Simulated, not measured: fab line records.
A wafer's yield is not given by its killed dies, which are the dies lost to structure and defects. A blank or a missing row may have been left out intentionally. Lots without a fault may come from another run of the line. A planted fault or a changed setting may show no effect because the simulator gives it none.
Chamber matching ; flow nand-harc ; NHARC_P_BONDPAD_STRIP_15 on rie-diel-01: 4 sister chambers
The step strips in O2. 16 wafers are shown with their chamber, then 8 later ones without.

## WAFERS, EACH WITH ITS CHAMBER
wafer;chamber;drypump-motor-current-A (A);throttle-valve-pct (%);oes-product-au (a.u.)
L356.2;0;5.9;17.049;0.994
L356.4;1;6.4;17.029;1.013
L356.6;2;6.0;17.044;0.996
L360.1;1;6.4;17.049;0.999
L360.4;3;6.0;17.048;1.011
L360.5;1;6.4;17.035;0.997
L361.1;3;6.1;17.030;0.995
L361.2;1;6.4;17.038;1.010
L361.3;2;6.0;17.039;0.996
L367.1;2;6.0;17.051;1.002
L367.3;1;6.4;17.023;0.992
L367.4;3;6.0;17.051;0.991
L368.3;2;6.0;17.037;0.988
L368.5;1;6.4;17.043;0.992
L368.6;2;6.0;17.051;0.992
L372.3;2;5.9;17.049;1.002

SIGNATURES, as means of the wafers listed above
reading;chamber 0;chamber 1;chamber 2;chamber 3;scatter within a chamber
drypump-motor-current-A;5.900;6.400;5.983;6.033;0.0354
throttle-valve-pct;17.04900;17.03617;17.04517;17.04300;0.0086
oes-product-au;0.99400;1.00050;0.99600;0.99900;0.00807
Rule: distance of a wafer from a chamber = root of the sum over the readings of ((wafer's reading minus chamber's mean) / reading's scatter) squared. If the next closest chamber is less than 2 further off than the closest, the wafer can't be placed; otherwise it belongs to the closest. The scatter: the root of (the sum of the squares of (reading less its chamber's mean) over the shown wafers, divided by (wafers less chambers)).

## WAFERS WITHOUT THEIR CHAMBER
wafer;drypump-motor-current-A (A);throttle-valve-pct (%);oes-product-au (a.u.)
L372.4;6.1;17.043;0.999
L372.6;6.1;17.041;1.003
L373.2;6.4;17.033;1.002
L373.4;6.0;17.030;0.985
L373.6;6.4;17.038;1.000
L374.3;6.4;17.033;0.999
L374.4;6.0;17.042;1.001
L374.6;6.1;17.046;0.998

## WHICH CHAMBER EACH WENT THROUGH
wafer;from the rows above;in truth
L372.4;can't be placed: 3 or 2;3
L372.6;can't be placed: 3 or 2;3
L373.2;1;1
L373.4;can't be placed: 2 or 3 or 0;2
L373.6;1;1
L374.3;1;1
L374.4;can't be placed: 2 or 3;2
L374.6;can't be placed: 3 or 2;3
Correctly placed: 3 of 8. Not placeable from these rows: 5 (in 5, the candidates include the true chamber). Number placed wrongly: 0.
